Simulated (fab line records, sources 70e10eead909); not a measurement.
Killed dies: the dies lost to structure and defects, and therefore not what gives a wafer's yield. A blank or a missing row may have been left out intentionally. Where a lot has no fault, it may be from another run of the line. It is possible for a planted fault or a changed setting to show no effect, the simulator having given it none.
Which of the tools did it? / flow nand_harc / 14 lots with 40 wafers sampled at 5 steps, on a route of 1302 steps

== WHAT EACH GAUGE READ, for each wafer ==
NHARC_P_BONDPAD_THK_MEAS_20: measures by xrf.
lot=L724; measured=day 7 03:41; on=film_metro-02; thk_nm (nm)=162.0 158.7 159.0
lot=L725; measured=day 7 08:44; on=film_metro-02; thk_nm (nm)=161.0 160.6 161.0
lot=L726; measured=day 7 21:53; on=film_metro-01; thk_nm (nm)=163.7 160.9 164.4
lot=L729; measured=day 8 17:53; on=film_metro-01; thk_nm (nm)=162.2 160.3 159.0
lot=L730; measured=day 9 03:01; on=film_metro-01; thk_nm (nm)=159.6 164.7 162.7
lot=L731; measured=day 9 20:29; on=film_metro-01; thk_nm (nm)=159.1 159.0 162.4
lot=L733; measured=day 10 19:33; on=film_metro-01; thk_nm (nm)=162.2 160.5 162.1
lot=L734; measured=day 10 22:58; on=film_metro-02; thk_nm (nm)=159.0 161.7 162.6
lot=L735; measured=day 11 11:37; on=film_metro-01; thk_nm (nm)=160.2 159.2 163.3
lot=L737; measured=day 12 13:07; on=film_metro-01; thk_nm (nm)=157.3 161.7 159.3
lot=L738; measured=day 13 01:17; on=film_metro-01; thk_nm (nm)=161.8 163.6
lot=L739; measured=day 13 07:14; on=film_metro-01; thk_nm (nm)=162.0 158.6
lot=L746; measured=day 15 18:43; on=film_metro-01; thk_nm (nm)=163.8 160.1 161.3
lot=L747; measured=day 16 07:15; on=film_metro-02; thk_nm (nm)=159.2 158.5 155.5

NHARC_A_ONON_D1_THK_MEAS_30: measures by ellipsometry.
lot=L724; measured=day 8 18:49; on=film_metro-01; thk_nm (nm)=992 993 992
lot=L725; measured=day 9 02:48; on=film_metro-02; thk_nm (nm)=991 991 993
lot=L726; measured=day 9 10:50; on=film_metro-02; thk_nm (nm)=1016 1016 1015
lot=L729; measured=day 10 05:59; on=film_metro-02; thk_nm (nm)=1010 1008 1009
lot=L730; measured=day 10 16:50; on=film_metro-01; thk_nm (nm)=994 996 995
lot=L731; measured=day 11 08:22; on=film_metro-01; thk_nm (nm)=1006 1006 1008
lot=L733; measured=day 12 08:15; on=film_metro-01; thk_nm (nm)=1007 1008 1008
lot=L734; measured=day 12 08:11; on=film_metro-02; thk_nm (nm)=1007 1006 1009
lot=L735; measured=day 13 02:05; on=film_metro-02; thk_nm (nm)=999 999 1000
lot=L737; measured=day 14 05:38; on=film_metro-02; thk_nm (nm)=1622 1003 1623
lot=L738; measured=day 14 15:17; on=film_metro-01; thk_nm (nm)=1607 983
lot=L739; measured=day 14 20:34; on=film_metro-01; thk_nm (nm)=1623 1623
lot=L746; measured=day 17 05:26; on=film_metro-02; thk_nm (nm)=1000 996 997
lot=L747; measured=day 17 20:11; on=film_metro-01; thk_nm (nm)=1006 1004 1005

NHARC_END_SORT_01.
lot=L737; measured=day 30 07:57; on=prober-01; killed_at_array=668 53 673; killed_at_other=2 1 2; killed_at_periphery=7 7 2; killed_dies=677 61 677; killed_open=4 3 3; killed_short=1 1 4
lot=L738; measured=day 30 20:33; on=prober-01; killed_at_array=668 44; killed_at_other=3 3; killed_at_periphery=6 2; killed_dies=677 49; killed_open=1 3; killed_short=2 2
lot=L739; measured=day 30 13:35; on=prober-02; killed_at_array=671 674; killed_at_other=2 0; killed_at_periphery=4 3; killed_dies=677 677; killed_open=4 3; killed_short=3 2

== WHICH TOOL RAN EACH LOT (tool, then ch and the chambers of the sampled wafers, then the start) ==
lot=L724; NHARC_A_ONON_D1_DEP_28=pecvd_onon-03 ch 0, day 8 18:18; NHARC_A_CHANNEL_HOLE_D1_DESCUM_15=rie_diel-06 ch 0,3, day 9 03:55
lot=L725; NHARC_A_ONON_D1_DEP_28=pecvd_onon-03 ch 0, day 9 02:21; NHARC_A_CHANNEL_HOLE_D1_DESCUM_15=rie_diel-03 ch 0,2, day 9 09:56
lot=L726; NHARC_A_ONON_D1_DEP_28=pecvd_onon-03 ch 0, day 9 10:23; NHARC_A_CHANNEL_HOLE_D1_DESCUM_15=rie_diel-08 ch 1,2,3, day 9 14:08
lot=L729; NHARC_A_ONON_D1_DEP_28=pecvd_onon-01 ch 0, day 10 05:29; NHARC_A_CHANNEL_HOLE_D1_DESCUM_15=rie_diel-08 ch 1,2,3, day 10 09:24
lot=L730; NHARC_A_ONON_D1_DEP_28=pecvd_onon-01 ch 0, day 10 16:19; NHARC_A_CHANNEL_HOLE_D1_DESCUM_15=rie_diel-08 ch 0,3, day 10 20:29
lot=L731; NHARC_A_ONON_D1_DEP_28=pecvd_onon-02 ch 0, day 11 07:55; NHARC_A_CHANNEL_HOLE_D1_DESCUM_15=rie_diel-08 ch 1,2,3, day 11 13:21
lot=L733; NHARC_A_ONON_D1_DEP_28=pecvd_onon-02 ch 0, day 12 07:47; NHARC_A_CHANNEL_HOLE_D1_DESCUM_15=rie_diel-06 ch 0,2,3, day 12 13:07
lot=L734; NHARC_A_ONON_D1_DEP_28=pecvd_onon-03 ch 0, day 12 07:41; NHARC_A_CHANNEL_HOLE_D1_DESCUM_15=rie_diel-08 ch 0,2,3, day 12 11:32
lot=L735; NHARC_A_ONON_D1_DEP_28=pecvd_onon-03 ch 0, day 13 01:35; NHARC_A_CHANNEL_HOLE_D1_DESCUM_15=rie_diel-08 ch 1,2,3, day 13 05:29
lot=L737; NHARC_A_ONON_D1_DEP_28=pecvd_onon-03 ch 0, day 14 05:07; NHARC_A_CHANNEL_HOLE_D1_DESCUM_15=rie_diel-08 ch 2, day 14 09:10
lot=L738; NHARC_A_ONON_D1_DEP_28=pecvd_onon-03 ch 0, day 14 14:47; NHARC_A_CHANNEL_HOLE_D1_DESCUM_15=rie_diel-08 ch 2, day 14 18:39
lot=L739; NHARC_A_ONON_D1_DEP_28=pecvd_onon-03 ch 0, day 14 20:04; NHARC_A_CHANNEL_HOLE_D1_DESCUM_15=-
lot=L746; NHARC_A_ONON_D1_DEP_28=pecvd_onon-01 ch 0, day 17 04:59; NHARC_A_CHANNEL_HOLE_D1_DESCUM_15=rie_diel-08 ch 1,2,3, day 17 12:42
lot=L747; NHARC_A_ONON_D1_DEP_28=pecvd_onon-02 ch 0, day 17 19:40; NHARC_A_CHANNEL_HOLE_D1_DESCUM_15=rie_diel-03 ch 1,2,3, day 18 02:10
- NHARC_A_ONON_D1_DEP_28: target thk 1000 nm.
- NHARC_A_CHANNEL_HOLE_D1_DESCUM_15: chemistry O2, time 3 s.

== WHAT THE TOOLS THEMSELVES READ (means of the sampled wafers that have a number; where no wafer has one, the mark that the record gives instead) ==
NHARC_A_CHANNEL_HOLE_D1_DESCUM_15.
lot=L724; tool=rie_diel-06; drypump_motor_current_A (A)=5.6; oes_product_au (a.u.)=0.998; rf_vpp_V (V)=58.4; showerhead_plenum_p_Torr (Torr)=2.00; throttle_valve_pct (%)=11.312
lot=L725; tool=rie_diel-03; drypump_motor_current_A (A)=5.3; oes_product_au (a.u.)=0.979; rf_vpp_V (V)=58.8; showerhead_plenum_p_Torr (Torr)=1.86; throttle_valve_pct (%)=11.313
lot=L726; tool=rie_diel-08; drypump_motor_current_A (A)=5.7; oes_product_au (a.u.)=0.987; rf_vpp_V (V)=58.3; showerhead_plenum_p_Torr (Torr)=1.93; throttle_valve_pct (%)=11.313
lot=L729; tool=rie_diel-08; drypump_motor_current_A (A)=5.7; oes_product_au (a.u.)=0.993; rf_vpp_V (V)=57.5; showerhead_plenum_p_Torr (Torr)=1.93; throttle_valve_pct (%)=11.298
lot=L730; tool=rie_diel-08; drypump_motor_current_A (A)=5.4; oes_product_au (a.u.)=0.994; rf_vpp_V (V)=58.0; showerhead_plenum_p_Torr (Torr)=1.90; throttle_valve_pct (%)=11.307
lot=L731; tool=rie_diel-08; drypump_motor_current_A (A)=5.7; oes_product_au (a.u.)=0.999; rf_vpp_V (V)=57.8; showerhead_plenum_p_Torr (Torr)=1.93; throttle_valve_pct (%)=11.318
lot=L733; tool=rie_diel-06; drypump_motor_current_A (A)=5.4; oes_product_au (a.u.)=0.996; rf_vpp_V (V)=57.5; showerhead_plenum_p_Torr (Torr)=1.96; throttle_valve_pct (%)=11.301
lot=L734; tool=rie_diel-08; drypump_motor_current_A (A)=5.6; oes_product_au (a.u.)=0.995; rf_vpp_V (V)=57.7; showerhead_plenum_p_Torr (Torr)=1.95; throttle_valve_pct (%)=11.314
lot=L735; tool=rie_diel-08; drypump_motor_current_A (A)=5.7; oes_product_au (a.u.)=0.997; rf_vpp_V (V)=57.2; showerhead_plenum_p_Torr (Torr)=1.92; throttle_valve_pct (%)=11.316
lot=L737; tool=rie_diel-08; drypump_motor_current_A (A)=6.2; oes_product_au (a.u.)=1.003; rf_vpp_V (V)=58.9; showerhead_plenum_p_Torr (Torr)=2.04; throttle_valve_pct (%)=11.310
lot=L738; tool=rie_diel-08; drypump_motor_current_A (A)=6.2; oes_product_au (a.u.)=0.990; rf_vpp_V (V)=58.9; showerhead_plenum_p_Torr (Torr)=2.04; throttle_valve_pct (%)=11.324
lot=L746; tool=rie_diel-08; drypump_motor_current_A (A)=5.7; oes_product_au (a.u.)=0.987; rf_vpp_V (V)=57.9; showerhead_plenum_p_Torr (Torr)=1.92; throttle_valve_pct (%)=11.317
lot=L747; tool=rie_diel-03; drypump_motor_current_A (A)=5.6; oes_product_au (a.u.)=1.014; rf_vpp_V (V)=58.3; showerhead_plenum_p_Torr (Torr)=1.96; throttle_valve_pct (%)=11.302

== THE ANSWER, worked out from the rows above alone ==
Rule: what is usual is taken from the lots themselves. The widest of any qualifying gaps counts: lots, ordered by their means at a reading, are off when they make up no more than a third of the lots, leave a main group of 4 or more, and stand apart from it by 3 or more times the standard deviation of that group's means. The tables above print the reading to a certain number of digits; a main group whose means all agree to those digits is not used. Also off: a lot with no number at a reading for which 4 or more lots have one. The other lots that the step has rows for count as sound. Order of review: gauges by route order, followed by the tools' own readings, for which a lot's mean as printed above is used. The first step at which some lot is off is used, and at that step the reading that is off furthest; a lot without a number counts as furthest.
Off at NHARC_A_ONON_D1_THK_MEAS_30 (thk_nm): L737, L738, L739. The main group: mean 1002 nm, standard deviation 7.4.
A tool fits if, at a process step before that reading, it ran every lot that is off, and no sound lot after the first of them. Gauges at NHARC_A_ONON_D1_THK_MEAS_30: tried the same way as those tools. One fits: pecvd_onon-03 at NHARC_A_ONON_D1_DEP_28. Its last sound lot is L735 (day 13 01:35), its first lot that is off L737 (day 14 05:07): a fault that began between those two fits.

== WHAT WAS PUT IN BY THE SIMULATOR ==
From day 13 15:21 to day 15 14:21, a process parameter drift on pecvd_onon-03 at NHARC_A_ONON_D1_DEP_28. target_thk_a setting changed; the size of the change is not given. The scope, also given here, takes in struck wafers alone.
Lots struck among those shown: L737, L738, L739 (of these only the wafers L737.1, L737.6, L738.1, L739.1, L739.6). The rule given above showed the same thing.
